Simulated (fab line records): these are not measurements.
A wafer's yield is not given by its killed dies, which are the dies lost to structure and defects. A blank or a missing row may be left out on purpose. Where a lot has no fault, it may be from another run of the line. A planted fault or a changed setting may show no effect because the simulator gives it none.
fab line records	flow nand-harc
[record] lots = 13	wafers = 38	last-day = 33
route steps=1302 shown A_CHANNEL_HOLE_D2@609 A_CHANNEL_FILL_D2@613
lots that met no fault: from a run of the same line without faults
start-h: the number of hours between the record's first day and the start of the first shown wafer of the lot	wait-h: hours since the lot's step before	" unchanged from the row above	L1.1+2: a row that stands for several wafers	- either no value or no given start	* or withheld: withheld	< > ~ a bound
route shown NAME@n: a module of which the file shows steps, and the number in the route of the first	usual: mean and standard deviation over wafers with no fault	same: alike in all rows	chamber/n: place in a boat	sites: readings site by site	_std_site: the standard deviation of these	_edge_site: mean of outer sites minus mean of inner sites	radius-mm: for every site, how far away it sits from the centre of the wafer	mask NAME#n: copy n	behind: tool/chamber where the wafer was last shaped	hold: why the lot went on hold/how many hours it stayed there/how the hold came to an end	device: transistor that didn't switch, given as n, p or np	end of line: tests of these same wafers at the route's end	a step with no rows: only its recipe	killed: dies that structure and defects cost at the first sort, which is not the same as the wafer's yield	map: per-die view of a wafer (x killed, . not killed, _ where there is no die)
set.NAME: the run value of the setting; set.NAME@STEP: its run value at that earlier step	model.NAME: the simulator's own value behind a step, which no gauge read
route steps across a sampled set of lots; one table per step, one row per wafer
services: a tool's chamber out of use, with start hour (start-h, from the record's first day; less than 0 if before it), hours out, and reason
[[steps]]
[step NHARC_A_CHANNEL_HOLE_D2_INSPECT_40]
[usual] raw-defect-count = 297/95
lot.wafer	tool	chamber	start-h	wait-h	raw-defect-count
L816.1	defect-inspect-02	-	306.05	-	247
L816.4	"	-	"	"	186
L816.6	"	-	"	"	291
L817.1	defect-inspect-02	-	310.19	-	456
L817.2	"	-	"	"	561
L817.5	"	-	"	"	362
L818.1	defect-inspect-01	-	335.25	-	224
L818.2	"	-	"	"	197
L818.3	"	-	"	"	351
L820.2	defect-inspect-02	-	343.86	-	188
L820.5	"	-	"	"	183
L820.6	"	-	"	"	210
L825.1	defect-inspect-02	-	394.80	-	294
L825.2	"	-	"	"	329
L825.6	"	-	"	"	405
L826.3	defect-inspect-01	-	408.54	-	205
L826.4	"	-	"	"	256
L833.3	defect-inspect-02	-	464.28	-	228
L833.5	"	-	"	"	191
L833.6	"	-	"	"	292
L835.1	defect-inspect-01	-	486.10	-	251
L835.4	"	-	"	"	231
L835.6	"	-	"	"	222
L834.1	defect-inspect-02	-	492.40	-	355
L834.2	"	-	"	"	266
L834.5	"	-	"	"	171
L836.1	defect-inspect-01	-	508.45	-	318
L836.2	"	-	"	"	319
L836.5	"	-	"	"	215
L838.2	defect-inspect-01	-	517.71	-	342
L838.3	"	-	"	"	325
L838.4	"	-	"	"	213
L839.1	defect-inspect-02	-	525.75	-	287
L839.3	"	-	"	"	258
L839.6	"	-	"	"	373
L837.1	defect-inspect-02	-	526.55	-	295
L837.4	"	-	"	"	232
L837.5	"	-	"	"	214
[step NHARC_A_CHANNEL_FILL_D2_ALD_03]
[recipe] target-thk-a = 60	pulse-time-s = 60	ald-cycles = 58	temp-c = 630	pressure-torr = 2	material = SiNx
[usual] ald-cycles = 58/0	precursor-pulse-height-rel = 0.998/0.019
lot.wafer	tool	chamber	start-h	wait-h	ald-cycles	precursor-pulse-height-rel
L816.1	ald-sin-batch-03	0	-	-	58	1.010
L816.4	"	0	"	"	58	1.032
L816.6	"	0	"	"	58	1.027
L817.1	ald-sin-batch-03	0	-	-	58	0.971
L817.2	"	0	"	"	58	0.976
L817.5	"	0	"	"	58	0.993
L818.1	ald-sin-batch-03	0	-	-	58	1.017
L818.2	"	0	"	"	58	1.009
L818.3	"	0	"	"	58	1.005
L820.2	ald-sin-batch-02	0	-	-	58	1.007
L820.5	"	0	"	"	58	0.964
L820.6	"	0	"	"	58	1.018
L825.1	ald-sin-batch-03	0	-	-	58	1.021
L825.2	"	0	"	"	58	0.973
L825.6	"	0	"	"	58	1.006
L826.3	ald-sin-batch-01	0	-	-	58	1.009
L826.4	"	0	"	"	58	1.044
L833.3	ald-sin-batch-01	0	-	-	58	0.987
L833.5	"	0	"	"	58	0.975
L833.6	"	0	"	"	58	1.009
L835.1	ald-sin-batch-03	0	-	-	58	1.004
L835.4	"	0	"	"	58	1.001
L835.6	"	0	"	"	58	0.962
L834.1	ald-sin-batch-01	0	-	-	58	0.980
L834.2	"	0	"	"	58	1.003
L834.5	"	0	"	"	58	1.033
L836.1	ald-sin-batch-02	0	-	-	58	0.999
L836.2	"	0	"	"	58	0.980
L836.5	"	0	"	"	58	1.020
L838.2	ald-sin-batch-02	0	-	-	58	1.009
L838.3	"	0	"	"	58	1.020
L838.4	"	0	"	"	58	0.967
L837.1	ald-sin-batch-03	0	-	-	58	0.990
L837.4	"	0	"	"	58	1.003
L837.5	"	0	"	"	58	1.002
L839.1	ald-sin-batch-03	0	-	-	58	1.021
L839.3	"	0	"	"	58	0.989
L839.6	"	0	"	"	58	0.974
[step NHARC_A_CHANNEL_FILL_D2_STRIP_28]
[recipe] time-s = 20	o2-flow-sccm = 500	ar-flow-sccm = 0	bias-w = 0	chemistry = O2
[usual] drypump-motor-current-A = 5.89/0.28	o2-flow-sccm = 500.0/1.5	oes-product-au = 1.000/0.013	rf-vpp-V = 57.9/0.98	showerhead-plenum-p-Torr = 3.56/0.19	throttle-valve-pct = 17.037/0.0092
lot.wafer	tool	chamber	start-h	wait-h	drypump-motor-current-A	o2-flow-sccm	oes-product-au	rf-hours-counter-h	rf-vpp-V	showerhead-plenum-p-Torr	throttle-valve-pct
L817.1	rie-diel-07	2	333.39	0.1	5.73	501.1	0.990	1	58.7	3.40	17.047
L817.2	"	3	"	"	5.81	500.7	0.989	1	60.1	3.77	17.041
L817.5	"	2	"	"	5.69	501.4	0.998	-	57.3	3.40	17.039
L816.1	rie-diel-11	3	333.41	0.1	6.33	496.3	0.994	2	59.9	3.77	17.035
L816.4	"	0	"	"	5.39	500.5	1.008	-	59.4	3.77	17.047
L816.6	"	2	"	"	5.90	500.4	0.993	-	57.4	3.31	17.056
L818.3	rie-diel-07	0	362.17	0.1	6.30	502.0	1.024	2	59.0	3.67	17.011
L818.1	"	2	"	"	5.74	501.0	1.006	2	58.2	3.40	17.039
L818.2	"	3	"	"	5.82	501.8	0.997	2	59.6	3.77	17.032
L820.2	rie-diel-11	3	368.43	0.1	6.32	498.6	0.988	4	57.6	3.77	17.041
L820.6	"	0	"	"	5.39	501.0	1.001	-	57.5	3.77	17.045
L820.5	"	1	"	"	5.96	500.1	0.993	-	56.2	3.50	17.022
L825.1	rie-diel-11	0	419.32	0.1	5.38	499.3	1.004	5	57.8	3.77	17.051
L825.2	"	1	"	"	5.98	498.8	0.980	3	58.9	3.50	17.031
L825.6	"	0	"	"	5.38	499.9	0.997	-	58.5	3.77	17.046
L826.4	rie-diel-07	1	433.56	0.1	5.97	500.2	0.996	4	57.1	3.41	17.057
L826.3	"	2	"	"	5.66	499.5	1.015	5	57.5	3.40	17.021
L833.3	rie-diel-07	2	488.55	0.1	5.70	499.1	0.977	0	58.8	3.40	17.036
L833.6	"	1	"	"	5.96	500.4	0.991	-	57.8	3.41	17.016
L833.5	"	2	"	"	5.74	500.6	0.992	-	58.0	3.40	17.041
L834.1	rie-diel-07	2	514.01	0.1	5.73	498.5	0.993	1	56.6	3.40	17.032
L834.2	"	3	"	"	5.84	499.8	1.020	1	56.8	3.77	17.034
L834.5	"	1	"	"	5.96	499.3	1.002	-	56.4	3.41	17.028
L835.1	rie-diel-11	0	514.03	0.1	5.40	502.8	0.996	2	57.2	3.77	17.056
L835.6	"	3	"	"	6.29	501.4	0.998	-	58.6	3.77	17.045
L835.4	"	0	"	"	5.41	501.6	0.998	-	59.1	3.77	17.030
L836.2	rie-diel-11	2	533.05	0.1	5.85	500.1	0.986	2	58.6	3.31	17.048
L836.1	"	3	"	"	6.35	500.8	0.995	2	58.5	3.76	17.044
L836.5	"	0	"	"	5.38	498.4	0.994	-	58.5	3.77	17.040
L838.4	rie-diel-11	3	542.41	0.1	6.33	497.5	1.001	2	58.4	3.76	17.037
L838.2	"	1	"	"	6.00	499.8	0.993	2	57.7	3.50	17.022
L838.3	"	2	"	"	5.93	498.3	1.005	3	57.5	3.31	17.035
L839.3	rie-diel-07	1	551.61	0.1	5.99	500.4	0.997	2	57.4	3.41	17.032
L839.1	"	3	"	"	5.85	500.3	1.002	2	57.9	3.77	17.031
L839.6	"	1	"	"	5.95	499.8	0.996	-	57.9	3.41	17.039
L837.4	rie-diel-11	0	551.62	0.1	5.40	501.1	0.999	3	58.9	3.77	17.032
L837.1	"	3	"	"	6.31	499.5	0.994	3	58.4	3.76	17.039
L837.5	"	0	"	"	5.40	503.0	0.993	-	57.1	3.77	17.041
[step NHARC_A_CHANNEL_FILL_D2_ALD_25]
[recipe] target-thk-a = 600	pulse-time-s = 10	ald-cycles = 600	temp-c = 300	material = SiOx
[usual] ald-cycles = 600/0	heater-power-outer-w = 265/19	heater-power-w = 467/38	precursor-pulse-height-rel = 0.999/0.018
lot.wafer	tool	chamber	start-h	wait-h	ald-cycles	heater-power-outer-w	heater-power-w	precursor-pulse-height-rel
L816.4	ald-hk-04	2	345.24	0.7	600	269	482	0.960
L816.1	"	0	346.49	1.9	600	244	415	0.989
L816.6	"	2	347.74	3.2	600	271	480	1.001
L817.1	ald-hk-01	3	345.86	1.3	600	304	529	1.011
L817.2	"	0	"	"	600	285	477	0.994
L817.5	"	2	347.72	3.2	600	283	463	1.012
L818.1	ald-hk-02	3	376.12	0.1	600	251	430	1.007
L818.2	"	0	"	"	600	263	501	1.000
L818.3	"	1	"	"	600	286	524	1.002
L820.2	ald-hk-01	3	382.74	1.3	600	304	544	1.005
L820.6	"	1	383.99	2.5	600	249	475	0.973
L820.5	"	2	"	"	600	279	463	0.989
L825.1	ald-hk-02	3	433.67	0.7	825	253	442	0.960
L825.2	"	0	"	"	600	266	491	0.994
L825.6	"	2	435.50	2.5	600	256	452	1.012
L826.3	ald-hk-02	0	445.02	0.0	825	269	495	1.005
L826.4	"	2	446.26	1.3	600	253	457	0.992
L833.3	ald-hk-04	3	500.37	0.1	600	235	418	1.005
L833.5	"	3	502.84	2.5	600	231	430	0.978
L833.6	"	0	"	"	600	232	380	0.975
L834.2	ald-hk-02	3	526.38	0.7	600	256	441	1.015
L834.1	"	0	"	"	600	268	489	0.996
L834.5	"	2	528.23	2.5	600	261	464	1.011
L835.4	ald-hk-04	0	526.98	1.3	600	232	398	0.999
L835.1	"	1	"	"	600	242	399	0.991
L835.6	"	2	"	"	600	273	479	1.016
L836.2	ald-hk-02	1	544.84	0.1	600	272	524	0.998
L836.1	"	2	"	"	600	257	445	0.968
L836.5	"	2	547.88	3.1	600	252	451	0.977
L838.3	ald-hk-01	2	555.32	0.7	600	276	477	1.042
L838.2	"	3	"	"	600	288	509	1.000
L838.4	"	0	"	"	600	277	483	0.964
L837.1	ald-hk-01	0	564.06	0.7	600	281	487	0.974
L837.4	"	2	565.27	1.9	600	287	475	1.005
L837.5	"	0	566.48	3.1	600	285	473	0.984
L839.1	ald-hk-02	1	564.06	0.7	600	281	516	0.979
L839.3	"	3	565.29	1.9	600	251	423	1.020
L839.6	"	1	566.52	3.1	600	282	521	1.016
[[services]]
tool	chamber	start-h	hours	kind
rie-diel-11	0	289.00	-	clean
rie-diel-11	1	289.00	-	clean
rie-diel-11	2	289.00	-	clean
rie-diel-11	3	289.00	-	clean
ald-hk-02	-	293.08	0.6	repair
rie-diel-07	-	294.20	9.0	pm
rie-diel-11	1	296.34	50.4	repair
ald-hk-01	-	299.01	10.0	pm
rie-diel-11	0	313.50	-	clean
rie-diel-11	2	313.50	-	clean
rie-diel-11	3	313.50	-	clean
rie-diel-11	2	324.99	2.7	repair
ald-sin-batch-01	-	327.21	17.5	repair
rie-diel-11	0	338.00	-	clean
ald-hk-02	-	352.64	10.0	pm
rie-diel-07	0	392.21	20.2	repair
rie-diel-11	-	432.50	9.0	pm
rie-diel-07	-	471.20	9.0	pm
ald-hk-01	-	477.01	10.0	pm
ald-sin-batch-01	-	506.00	26.0	pm
rie-diel-11	1	513.27	7.8	repair
ald-hk-02	-	530.64	10.0	pm
rie-diel-07	2	536.61	9.3	repair
ald-sin-batch-02	-	539.75	4.7	repair
[[key]]
[first-sign] step = NHARC_A_CHANNEL_FILL_D2_ALD_25	reading = ald-cycles	direction = up	sigmas = 99+	usual = 600	struck = 825
effect none on later readings
met-at NHARC_A_CHANNEL_FILL_D2_ALD_25
struck-lots L825,L826
struck-wafers L825.1,L826.3
tester-left-out L825,L826
not-acting-at NHARC_A_CHANNEL_HOLE_D2_INSPECT_40,NHARC_A_CHANNEL_FILL_D2_ALD_03,NHARC_A_CHANNEL_FILL_D2_STRIP_28
onset-between 376.12 433.67
[fault] kind = process-parameter-drift	tool = ald-hk-02	chamber = -	onset-h = 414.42	steps = NHARC_A_CHANNEL_FILL_D2_ALD_25	channel = ald-cycles	offset = 225	shape = step	end-h = 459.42	scope = struck-wafers-only	acts-in = these-recipes-only	stated = 600
// tester-left-out: of these lots the tester's yield and bins aren't shown, on N5 and GAA mostly nor the transistor test; their killed dies are dies lost to structure and defects alone, not to doping, threshold or leakage, so they don't give the yield
